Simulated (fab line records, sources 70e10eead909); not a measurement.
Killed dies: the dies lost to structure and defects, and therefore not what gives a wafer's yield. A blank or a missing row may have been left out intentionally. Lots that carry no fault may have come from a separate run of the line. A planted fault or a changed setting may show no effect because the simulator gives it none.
Which tool was responsible? || flow nandHarc || 13 lots with 39 wafers sampled at 5 steps, on a route of 1302 steps

## WHAT THE GAUGES READ, wafer by wafer
NHARC_A_BONDPAD_CD_MEAS_13. Usual: cdNm 501.0 nm, standard deviation 2.5.
{"lot": "L931", "measured": "day 23 03:32", "on": "cdSem-03", "cdNm (nm)": "502.9 504.1 501.3", "flag": ""}
{"lot": "L930", "measured": "day 23 14:51", "on": "cdSem-02", "cdNm (nm)": "503.1 500.9 502.7", "flag": ""}
{"lot": "L932", "measured": "day 23 21:18", "on": "cdSem-03", "cdNm (nm)": "501.2 497.3 500.4", "flag": ""}
{"lot": "L935", "measured": "day 24 13:47", "on": "cdSem-03", "cdNm (nm)": "500.1 498.2 498.7", "flag": ""}
{"lot": "L934", "measured": "day 25 04:59", "on": "cdSem-01", "cdNm (nm)": "498.1 497.3 496.6", "flag": ""}
{"lot": "L938", "measured": "day 26 07:22", "on": "cdSem-01", "cdNm (nm)": "499.2 502.0 499.3", "flag": ""}
{"lot": "L939", "measured": "day 26 19:07", "on": "cdSem-03", "cdNm (nm)": "504.9 504.4 506.5", "flag": ""}
{"lot": "L936", "measured": "day 28 12:22", "on": "cdSem-03", "cdNm (nm)": "501.2 502.7 501.6", "flag": ""}
{"lot": "L949", "measured": "day 31 10:26", "on": "cdSem-01", "cdNm (nm)": "501.8 498.3 500.0", "flag": ""}
{"lot": "L950", "measured": "day 31 11:56", "on": "cdSem-03", "cdNm (nm)": "500.2 497.7 500.1", "flag": ""}
{"lot": "L951", "measured": "day 31 21:07", "on": "cdSem-03", "cdNm (nm)": "504.9 502.1 504.1", "flag": ""}
{"lot": "L953", "measured": "day 31 23:34", "on": "cdSem-02", "cdNm (nm)": "500.1 500.9 496.3", "flag": ""}
{"lot": "L952", "measured": "day 32 00:11", "on": "cdSem-03", "cdNm (nm)": "499.2 500.7 497.8", "flag": ""}

NHARC_END_SORT_01. Usual: killedAtArray 45, standard deviation 18; killedAtOther 0.9, standard deviation 1.3; killedAtPeriphery 3.7, standard deviation 2.2; killedDies 50, standard deviation 18; killedOpen 3.2, standard deviation 1.9; killedShort 2.4, standard deviation 1.6.
{"lot": "L936", "measured": "day 29 21:33", "on": "prober-02", "killedAtArray": "47 57 92", "killedAtOther": "0 1 4", "killedAtPeriphery": "2 2 9", "killedDies": "49 60 105", "killedOpen": "3 2 4", "killedShort": "1 3 2", "flag": ""}

## WHAT TOOL EACH LOT RAN ON (gives the tool, then ch and the chambers of the sampled wafers, and finally the start)
{"lot": "L931", "NHARC_A_CONTACT_ALD_18": "aldMetal-02 ch 0,1,3, day 22 12:25", "NHARC_A_BONDPAD_DEP_00": "pecvd-01 ch 0,1,2, day 23 03:32 or earlier", "NHARC_THIN_TSV_CMP_21": "cmp-01 ch 1,3, day 23 23:22"}
{"lot": "L930", "NHARC_A_CONTACT_ALD_18": "aldMetal-02 ch 0,2,3, day 22 23:01", "NHARC_A_BONDPAD_DEP_00": "pecvd-04 ch 0,1,2, day 23 13:14", "NHARC_THIN_TSV_CMP_21": "cmp-01 ch 0,2, day 24 09:58"}
{"lot": "L932", "NHARC_A_CONTACT_ALD_18": "aldMetal-03 ch 1,3, day 23 05:56", "NHARC_A_BONDPAD_DEP_00": "pecvd-01 ch 0,1, day 23 19:35", "NHARC_THIN_TSV_CMP_21": "cmp-01 ch 1,2, day 24 16:50"}
{"lot": "L935", "NHARC_A_CONTACT_ALD_18": "aldMetal-02 ch 0,1, day 23 19:56", "NHARC_A_BONDPAD_DEP_00": "pecvd-02 ch 0,2, day 24 12:01", "NHARC_THIN_TSV_CMP_21": "cmp-02 ch 0,1,2, day 25 09:10"}
{"lot": "L934", "NHARC_A_CONTACT_ALD_18": "aldMetal-01 ch 1,2,3, day 24 13:43", "NHARC_A_BONDPAD_DEP_00": "pecvd-04 ch 0,2, day 25 03:21", "NHARC_THIN_TSV_CMP_21": "cmp-01 ch 0,3, day 25 23:46"}
{"lot": "L938", "NHARC_A_CONTACT_ALD_18": "aldMetal-01 ch 0,3, day 25 15:28", "NHARC_A_BONDPAD_DEP_00": "pecvd-01 ch 0,1,2, day 26 05:47", "NHARC_THIN_TSV_CMP_21": "cmp-04 ch 1,2,3, day 27 02:22"}
{"lot": "L939", "NHARC_A_CONTACT_ALD_18": "aldMetal-01 ch 1,2,3, day 26 03:45", "NHARC_A_BONDPAD_DEP_00": "pecvd-01 ch 0,2, day 26 17:22", "NHARC_THIN_TSV_CMP_21": "cmp-02 ch 0,1,2, day 27 14:07"}
{"lot": "L936", "NHARC_A_CONTACT_ALD_18": "aldMetal-01 ch 1,2,3, day 27 20:40", "NHARC_A_BONDPAD_DEP_00": "pecvd-04 ch 0,1, day 28 10:37", "NHARC_THIN_TSV_CMP_21": "cmp-02 ch 1,2,3, day 29 09:28"}
{"lot": "L949", "NHARC_A_CONTACT_ALD_18": "aldMetal-01 ch 1,2,3, day 30 18:38", "NHARC_A_BONDPAD_DEP_00": "pecvd-02 ch 0,2, day 31 08:40", "NHARC_THIN_TSV_CMP_21": "cmp-01 ch 0,1, day 32 07:56"}
{"lot": "L950", "NHARC_A_CONTACT_ALD_18": "aldMetal-03 ch 0,1,3, day 30 20:23", "NHARC_A_BONDPAD_DEP_00": "pecvd-04 ch 0, day 31 10:02", "NHARC_THIN_TSV_CMP_21": "cmp-02 ch 1,2,3, day 32 09:16"}
{"lot": "L951", "NHARC_A_CONTACT_ALD_18": "aldMetal-01 ch 0,1,2, day 31 04:10", "NHARC_A_BONDPAD_DEP_00": "pecvd-04 ch 0,2, day 31 19:14", "NHARC_THIN_TSV_CMP_21": "cmp-02 ch 0,1,2, day 32 16:00"}
{"lot": "L953", "NHARC_A_CONTACT_ALD_18": "aldMetal-03 ch 0,1,2, day 31 07:35", "NHARC_A_BONDPAD_DEP_00": "pecvd-04 ch 0,2, day 31 21:48", "NHARC_THIN_TSV_CMP_21": "cmp-04 ch 0,1,2, day 32 17:08"}
{"lot": "L952", "NHARC_A_CONTACT_ALD_18": "aldMetal-02 ch 0,1,2, day 31 08:00", "NHARC_A_BONDPAD_DEP_00": "pecvd-02 ch 0,1,2, day 32 00:11 or earlier", "NHARC_THIN_TSV_CMP_21": "cmp-04 ch 0,1, day 32 18:41"}
- NHARC_A_CONTACT_ALD_18: deposits TiN, target thk 3 nm, pulse time 1 s, ald cycles 150.
- NHARC_A_BONDPAD_DEP_00: deposits SiCN, target thk 250 nm.
- NHARC_THIN_TSV_CMP_21: polishes, t overpolish 30 s, target thk 2000 nm.

## WHAT THE TOOLS THEMSELVES READ (means of the sampled wafers that have a number; where no wafer has one, the mark that the record gives instead)
NHARC_A_CONTACT_ALD_18. Usual: heaterPowerW 1110 W, standard deviation 100; precursorPulseHeightRel 0.998, standard deviation 0.02.
{"lot": "L931", "tool": "aldMetal-02", "heaterPowerW (W)": 1044, "precursorPulseHeightRel": 1.014, "flag": ""}
{"lot": "L930", "tool": "aldMetal-02", "heaterPowerW (W)": 1032, "precursorPulseHeightRel": 1.016, "flag": ""}
{"lot": "L932", "tool": "aldMetal-03", "heaterPowerW (W)": 1142, "precursorPulseHeightRel": 1.003, "flag": ""}
{"lot": "L935", "tool": "aldMetal-02", "heaterPowerW (W)": 1125, "precursorPulseHeightRel": 0.997, "flag": ""}
{"lot": "L934", "tool": "aldMetal-01", "heaterPowerW (W)": 1133, "precursorPulseHeightRel": 0.995, "flag": ""}
{"lot": "L938", "tool": "aldMetal-01", "heaterPowerW (W)": 961, "precursorPulseHeightRel": 0.988, "flag": ""}
{"lot": "L939", "tool": "aldMetal-01", "heaterPowerW (W)": 1155, "precursorPulseHeightRel": 1.001, "flag": ""}
{"lot": "L936", "tool": "aldMetal-01", "heaterPowerW (W)": 1161, "precursorPulseHeightRel": 1.009, "flag": ""}
{"lot": "L949", "tool": "aldMetal-01", "heaterPowerW (W)": 1158, "precursorPulseHeightRel": 0.992, "flag": ""}
{"lot": "L950", "tool": "aldMetal-03", "heaterPowerW (W)": 1104, "precursorPulseHeightRel": 0.985, "flag": ""}
{"lot": "L951", "tool": "aldMetal-01", "heaterPowerW (W)": 1140, "precursorPulseHeightRel": 0.998, "flag": ""}
{"lot": "L953", "tool": "aldMetal-03", "heaterPowerW (W)": 1173, "precursorPulseHeightRel": 1.017, "flag": ""}
{"lot": "L952", "tool": "aldMetal-02", "heaterPowerW (W)": 1160, "precursorPulseHeightRel": 0.990, "flag": ""}

NHARC_A_BONDPAD_DEP_00. Usual: heaterPowerW 579 W, standard deviation 81.
{"lot": "L931", "tool": "pecvd-01", "heaterPowerW (W)": 589, "flag": ""}
{"lot": "L930", "tool": "pecvd-04", "heaterPowerW (W)": 575, "flag": ""}
{"lot": "L932", "tool": "pecvd-01", "heaterPowerW (W)": 514, "flag": ""}
{"lot": "L935", "tool": "pecvd-02", "heaterPowerW (W)": 483, "flag": ""}
{"lot": "L934", "tool": "pecvd-04", "heaterPowerW (W)": 678, "flag": ""}
{"lot": "L938", "tool": "pecvd-01", "heaterPowerW (W)": 611, "flag": ""}
{"lot": "L939", "tool": "pecvd-01", "heaterPowerW (W)": 536, "flag": ""}
{"lot": "L936", "tool": "pecvd-04", "heaterPowerW (W)": 497, "flag": ""}
{"lot": "L949", "tool": "pecvd-02", "heaterPowerW (W)": 538, "flag": ""}
{"lot": "L950", "tool": "pecvd-04", "heaterPowerW (W)": 572, "flag": ""}
{"lot": "L951", "tool": "pecvd-04", "heaterPowerW (W)": 643, "flag": ""}
{"lot": "L953", "tool": "pecvd-04", "heaterPowerW (W)": 641, "flag": ""}
{"lot": "L952", "tool": "pecvd-02", "heaterPowerW (W)": 517, "flag": ""}

NHARC_THIN_TSV_CMP_21. Usual: motorCurrentA 12.6 A, standard deviation 0.9; overpolishRunS 30.000 s, standard deviation 0.0092; padLifeWafers 192, standard deviation 110.
{"lot": "L931", "tool": "cmp-01", "motorCurrentA (A)": 13.0, "overpolishRunS (s)": 29.995, "padLifeWafers": 295, "flag": ""}
{"lot": "L930", "tool": "cmp-01", "motorCurrentA (A)": 12.9, "overpolishRunS (s)": 30.009, "padLifeWafers": 331, "flag": ""}
{"lot": "L932", "tool": "cmp-01", "motorCurrentA (A)": 12.6, "overpolishRunS (s)": 29.993, "padLifeWafers": 349, "flag": ""}
{"lot": "L935", "tool": "cmp-02", "motorCurrentA (A)": 11.9, "overpolishRunS (s)": 30.005, "padLifeWafers": 206, "flag": ""}
{"lot": "L934", "tool": "cmp-01", "motorCurrentA (A)": 12.0, "overpolishRunS (s)": 29.995, "padLifeWafers": 74, "flag": ""}
{"lot": "L938", "tool": "cmp-04", "motorCurrentA (A)": 12.9, "overpolishRunS (s)": 30.005, "padLifeWafers": 80, "flag": ""}
{"lot": "L939", "tool": "cmp-02", "motorCurrentA (A)": 12.0, "overpolishRunS (s)": 30.000, "padLifeWafers": 19, "flag": ""}
{"lot": "L936", "tool": "cmp-02", "motorCurrentA (A)": 13.2, "overpolishRunS (s)": 30.001, "padLifeWafers": 200, "flag": ""}
{"lot": "L949", "tool": "cmp-01", "motorCurrentA (A)": 13.1, "overpolishRunS (s)": 30.004, "padLifeWafers": 278, "flag": ""}
{"lot": "L950", "tool": "cmp-02", "motorCurrentA (A)": 12.5, "overpolishRunS (s)": 30.005, "padLifeWafers": 80, "flag": ""}
{"lot": "L951", "tool": "cmp-02", "motorCurrentA (A)": 12.4, "overpolishRunS (s)": 29.993, "padLifeWafers": 110, "flag": ""}
{"lot": "L953", "tool": "cmp-04", "motorCurrentA (A)": 12.0, "overpolishRunS (s)": 30.001, "padLifeWafers": 229, "flag": ""}
{"lot": "L952", "tool": "cmp-04", "motorCurrentA (A)": 11.9, "overpolishRunS (s)": 30.007, "padLifeWafers": 246, "flag": ""}

## THE ANSWER, worked out from the rows above alone
Rule: take the mean of a lot's wafers that have a number; if it is more than 3 standard deviations from the usual mean, the lot is off. A lot without any number at a reading at which 4 lots or more have one is off too. All remaining lots with rows at the step are treated as sound. The gauges are gone through in route order, then the tools' own readings, and for those a lot's mean is taken as printed above. At the first step where some lot is off, the reading lying furthest off is the one used; lots without a number count as furthest.
None of the lots is off at any reading shown; this tells nothing.

## WHAT WAS PUT IN BY THE SIMULATOR
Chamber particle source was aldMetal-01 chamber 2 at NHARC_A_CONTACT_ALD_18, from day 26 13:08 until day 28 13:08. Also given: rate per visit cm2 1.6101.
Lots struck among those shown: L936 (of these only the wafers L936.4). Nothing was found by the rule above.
